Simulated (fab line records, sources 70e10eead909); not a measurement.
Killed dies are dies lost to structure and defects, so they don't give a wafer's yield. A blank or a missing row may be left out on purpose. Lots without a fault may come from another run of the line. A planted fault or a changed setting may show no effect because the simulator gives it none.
Chamber matching | flow nand_harc | NHARC_A_STAIRCASE_TRIM_196 on rie_diel-01: 4 sister chambers
The step chemistry O2, time 211.2 s. 8 wafers are shown with their chamber, then 7 later ones without.

WAFERS WITH THEIR CHAMBER
wafer  | chamber | showerhead_plenum_p_Torr (Torr) | drypump_motor_current_A (A)
L076.5 | 0       | 3.30                            | 6.4
L082.6 | 0       | 3.29                            | 6.4
L090.1 | 1       | 3.56                            | 5.7
L090.3 | 3       | 3.68                            | 6.2
L090.5 | 1       | 3.56                            | 5.7
L092.4 | 3       | 3.68                            | 6.3
L095.3 | 2       | 3.51                            | 6.6
L095.5 | 2       | 3.51                            | 6.7

WAFERS WITHOUT THEIR CHAMBER
wafer  | showerhead_plenum_p_Torr (Torr) | drypump_motor_current_A (A)
L095.6 | 3.56                            | 5.7
L096.1 | 3.56                            | 5.7
L096.2 | 3.67                            | 6.3
L096.3 | 3.28                            | 6.3
L097.2 | 3.27                            | 6.4
L097.3 | 3.55                            | 5.7
L097.5 | 3.27                            | 6.4

WHICH CHAMBER EACH WENT THROUGH
wafer  | from the rows above | in truth
L095.6 | 1                   | 1
L096.1 | 1                   | 1
L096.2 | 3                   | 3
L096.3 | 0                   | 0
L097.2 | 0                   | 0
L097.3 | 1                   | 1
L097.5 | 0                   | 0
Placed correctly: 7 of 7. Can't be placed from these rows: 0. Placed wrongly: 0.
How it was worked out, from the rows above alone: a wafer's distance from a chamber is the root of the sum, over the readings, of the square of ((its reading less the chamber's mean) divided by the reading's scatter). The wafer belongs to the nearest chamber; if the next one is less than 2 further off, it can't be placed. A chamber's mean is the mean of its shown wafers. The scatter: the root of (the sum of the squares of (reading less its chamber's mean) over the shown wafers, divided by (wafers less chambers)).
